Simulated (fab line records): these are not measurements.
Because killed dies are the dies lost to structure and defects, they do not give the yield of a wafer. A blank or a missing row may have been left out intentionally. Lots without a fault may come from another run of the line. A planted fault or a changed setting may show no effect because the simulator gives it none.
Chamber matching :: flow n5_finfet :: N5_SD_EPI_P_ETCH_37 on rie_diel-06 has 4 sister chambers
The step etches SOC in N2/H2, overetch 108 nm, time 486 s. 22 wafers are shown with their chamber, then 11 later ones without.

WAFERS WITH THEIR CHAMBER
wafer: L074.1
chamber: 0
showerhead_plenum_p_Torr (Torr): 2.49
oes_product_au (a.u.): 0.81
drypump_motor_current_A (A): 5.4

wafer: L074.3
chamber: 3
showerhead_plenum_p_Torr (Torr): 2.45
oes_product_au (a.u.): 0.70
drypump_motor_current_A (A): 5.3

wafer: L074.5
chamber: 2
showerhead_plenum_p_Torr (Torr): 2.62
oes_product_au (a.u.): 0.62
drypump_motor_current_A (A): 4.8

wafer: L075.3
chamber: 2
showerhead_plenum_p_Torr (Torr): 2.62
oes_product_au (a.u.): 0.62
drypump_motor_current_A (A): 4.8

wafer: L075.4
chamber: 1
showerhead_plenum_p_Torr (Torr): 2.42
oes_product_au (a.u.): 0.62
drypump_motor_current_A (A): 5.1

wafer: L075.6
chamber: 3
showerhead_plenum_p_Torr (Torr): 2.45
oes_product_au (a.u.): 0.69
drypump_motor_current_A (A): 5.3

wafer: L079.3
chamber: 1
showerhead_plenum_p_Torr (Torr): 2.41
oes_product_au (a.u.): 0.62
drypump_motor_current_A (A): 5.1

wafer: L079.4
chamber: 2
showerhead_plenum_p_Torr (Torr): 2.62
oes_product_au (a.u.): 0.61
drypump_motor_current_A (A): 4.8

wafer: L079.6
chamber: 0
showerhead_plenum_p_Torr (Torr): 2.49
oes_product_au (a.u.): 0.80
drypump_motor_current_A (A): 5.4

wafer: L081.2
chamber: 1
showerhead_plenum_p_Torr (Torr): 2.41
oes_product_au (a.u.): 0.62
drypump_motor_current_A (A): 5.2

wafer: L081.4
chamber: 0
showerhead_plenum_p_Torr (Torr): 2.49
oes_product_au (a.u.): 0.79
drypump_motor_current_A (A): 5.3

wafer: L081.5
chamber: 0
showerhead_plenum_p_Torr (Torr): 2.49
oes_product_au (a.u.): 0.79
drypump_motor_current_A (A): 5.3

wafer: L082.2
chamber: 1
showerhead_plenum_p_Torr (Torr): 2.41
oes_product_au (a.u.): 0.62
drypump_motor_current_A (A): 5.1

wafer: L082.4
chamber: 0
showerhead_plenum_p_Torr (Torr): 2.49
oes_product_au (a.u.): 0.79
drypump_motor_current_A (A): 5.3

wafer: L082.6
chamber: 1
showerhead_plenum_p_Torr (Torr): 2.41
oes_product_au (a.u.): 0.62
drypump_motor_current_A (A): 5.2

wafer: L087.2
chamber: 1
showerhead_plenum_p_Torr (Torr): 2.41
oes_product_au (a.u.): 0.61
drypump_motor_current_A (A): 5.2

wafer: L087.4
chamber: 2
showerhead_plenum_p_Torr (Torr): 2.61
oes_product_au (a.u.): 0.60
drypump_motor_current_A (A): 4.8

wafer: L087.6
chamber: 3
showerhead_plenum_p_Torr (Torr): 2.44
oes_product_au (a.u.): 0.67
drypump_motor_current_A (A): 5.3

wafer: L090.1
chamber: 2
showerhead_plenum_p_Torr (Torr): 2.61
oes_product_au (a.u.): 0.60
drypump_motor_current_A (A): 4.8

wafer: L090.5
chamber: 2
showerhead_plenum_p_Torr (Torr): 2.61
oes_product_au (a.u.): 0.61
drypump_motor_current_A (A): 4.8

wafer: L090.6
chamber: 3
showerhead_plenum_p_Torr (Torr): 2.44
oes_product_au (a.u.): 0.67
drypump_motor_current_A (A): 5.3

wafer: L092.2
chamber: 2
showerhead_plenum_p_Torr (Torr): 2.61
oes_product_au (a.u.): 0.60
drypump_motor_current_A (A): 4.8

SIGNATURES (averages over the wafers above)
reading: showerhead_plenum_p_Torr
chamber 0: 2.4900
chamber 1: 2.4117
chamber 2: 2.6143
chamber 3: 2.4450
scatter within a chamber: 0.00444

reading: oes_product_au
chamber 0: 0.7960
chamber 1: 0.6183
chamber 2: 0.6086
chamber 3: 0.6825
scatter within a chamber: 0.00932

reading: drypump_motor_current_A
chamber 0: 5.340
chamber 1: 5.150
chamber 2: 4.800
chamber 3: 5.300
scatter within a chamber: 0.0387
Rule: distance of a wafer from a chamber = root of the sum over the readings of ((wafer's reading minus chamber's mean) / reading's scatter) squared. If the next closest chamber is less than 2 further off than the closest, the wafer can't be placed; otherwise it belongs to the closest. The scatter: take each reading less its chamber's mean, square it, sum over the shown wafers, divide by the number of wafers less the number of chambers, and take the root.

WAFERS WHOSE CHAMBER IS MISSING
wafer: L092.5
showerhead_plenum_p_Torr (Torr): 2.43
oes_product_au (a.u.): 0.67
drypump_motor_current_A (A): 5.3

wafer: L092.6
showerhead_plenum_p_Torr (Torr): 2.48
oes_product_au (a.u.): 0.76
drypump_motor_current_A (A): 5.4

wafer: L093.3
showerhead_plenum_p_Torr (Torr): 2.72
oes_product_au (a.u.): 0.85
drypump_motor_current_A (A): 5.2

wafer: L093.4
showerhead_plenum_p_Torr (Torr): 2.43
oes_product_au (a.u.): 0.66
drypump_motor_current_A (A): 5.3

wafer: L093.5
showerhead_plenum_p_Torr (Torr): 2.73
oes_product_au (a.u.): 0.86
drypump_motor_current_A (A): 5.2

wafer: L095.1
showerhead_plenum_p_Torr (Torr): 2.72
oes_product_au (a.u.): 0.83
drypump_motor_current_A (A): 5.1

wafer: L095.5
showerhead_plenum_p_Torr (Torr): 2.48
oes_product_au (a.u.): 0.75
drypump_motor_current_A (A): 5.3

wafer: L095.6
showerhead_plenum_p_Torr (Torr): 2.72
oes_product_au (a.u.): 0.84
drypump_motor_current_A (A): 5.1

wafer: L097.1
showerhead_plenum_p_Torr (Torr): 2.61
oes_product_au (a.u.): 0.85
drypump_motor_current_A (A): 4.8

wafer: L097.4
showerhead_plenum_p_Torr (Torr): 2.61
oes_product_au (a.u.): 0.84
drypump_motor_current_A (A): 4.8

wafer: L097.5
showerhead_plenum_p_Torr (Torr): 2.43
oes_product_au (a.u.): 0.66
drypump_motor_current_A (A): 5.3

WHICH CHAMBER EACH WENT THROUGH
wafer: L092.5
from the rows above: 3
in truth: 3

wafer: L092.6
from the rows above: 0
in truth: 0

wafer: L093.3
from the rows above: 2
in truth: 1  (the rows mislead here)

wafer: L093.4
from the rows above: 3
in truth: 3

wafer: L093.5
from the rows above: 2
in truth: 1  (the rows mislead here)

wafer: L095.1
from the rows above: 2
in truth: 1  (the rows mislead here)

wafer: L095.5
from the rows above: 0
in truth: 0

wafer: L095.6
from the rows above: 2
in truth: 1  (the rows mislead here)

wafer: L097.1
from the rows above: 2
in truth: 2

wafer: L097.4
from the rows above: 2
in truth: 2

wafer: L097.5
from the rows above: 3
in truth: 3
7 of 11 placed correctly. Can't be placed from these rows: 0. Wrongly placed: 4.
